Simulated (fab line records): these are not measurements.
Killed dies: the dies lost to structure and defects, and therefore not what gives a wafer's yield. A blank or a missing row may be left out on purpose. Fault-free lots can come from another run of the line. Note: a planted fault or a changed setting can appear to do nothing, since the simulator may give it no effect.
Chamber matching | flow n5 finfet | 3 sister chambers for N5_BEOL_M0_SAQP_PECVD_97 on pecvd-02
The step deposits SiNx from SiH4/NH3/N2, target thk 23 nm, time 19.9 s. 14 wafers are shown with their chamber, then 7 later ones without.

== EACH WAFER AND ITS CHAMBER ==
wafer  | chamber | showerhead plenum p Torr (Torr) | throttle valve pct (%) | heater power w (W)
L075.1 | 2       | 5.04                            | 38.8                   | 472
L075.3 | 1       | 5.13                            | 41.8                   | 465
L075.5 | 2       | 5.05                            | 39.1                   | 481
L081.1 | 0       | 5.20                            | 40.7                   | 549
L081.3 | 1       | 5.13                            | 41.6                   | 494
L081.6 | 2       | 5.04                            | 39.2                   | 416
L082.2 | 1       | 5.12                            | 41.4                   | 526
L082.3 | 2       | 5.03                            | 39.0                   | 463
L082.5 | 2       | 5.05                            | 39.3                   | 458
L085.2 | 2       | 5.05                            | 39.0                   | 416
L085.3 | 0       | 5.18                            | 40.5                   | 547
L085.5 | 1       | 5.13                            | 41.5                   | 553
L086.1 | 2       | 5.04                            | 39.1                   | 464
L086.4 | 0       | 5.20                            | 40.4                   | 558

SIGNATURES, as means of the wafers listed above
reading                  | chamber 0 | chamber 1 | chamber 2 | scatter within a chamber
showerhead plenum p Torr | 5.1933    | 5.1275    | 5.0429    | 0.00789
throttle valve pct       | 40.533    | 41.575    | 39.071    | 0.162
heater power w           | 551.33    | 509.50    | 452.86    | 27.9
Rule: distance of a wafer from a chamber = root of the sum over the readings of ((wafer's reading minus chamber's mean) / reading's scatter) squared. If the next closest chamber is less than 2 further off than the closest, the wafer can't be placed; otherwise it belongs to the closest. How the scatter is found: for the shown wafers, subtract from each reading the mean of its chamber, square and add these, divide the total by (wafers less chambers), then take the root.

== WAFERS WITH NO CHAMBER GIVEN ==
wafer  | showerhead plenum p Torr (Torr) | throttle valve pct (%) | heater power w (W)
L086.6 | 5.13                            | 41.4                   | 529
L087.1 | 5.14                            | 41.4                   | 482
L087.4 | 5.20                            | 40.5                   | 547
L087.5 | 5.04                            | 39.4                   | 488
L091.1 | 5.12                            | 41.3                   | 543
L091.3 | 5.04                            | 39.3                   | 418
L091.5 | 5.04                            | 39.4                   | 425

== THE CHAMBER EACH PASSED THROUGH ==
wafer  | from the rows above | in truth
L086.6 | 1                   | 1
L087.1 | 1                   | 1
L087.4 | 0                   | 0
L087.5 | 2                   | 2
L091.1 | 1                   | 1
L091.3 | 2                   | 2
L091.5 | 2                   | 2
7 of 7 placed correctly. From these rows, 0 cannot be placed. Placed wrongly: 0.
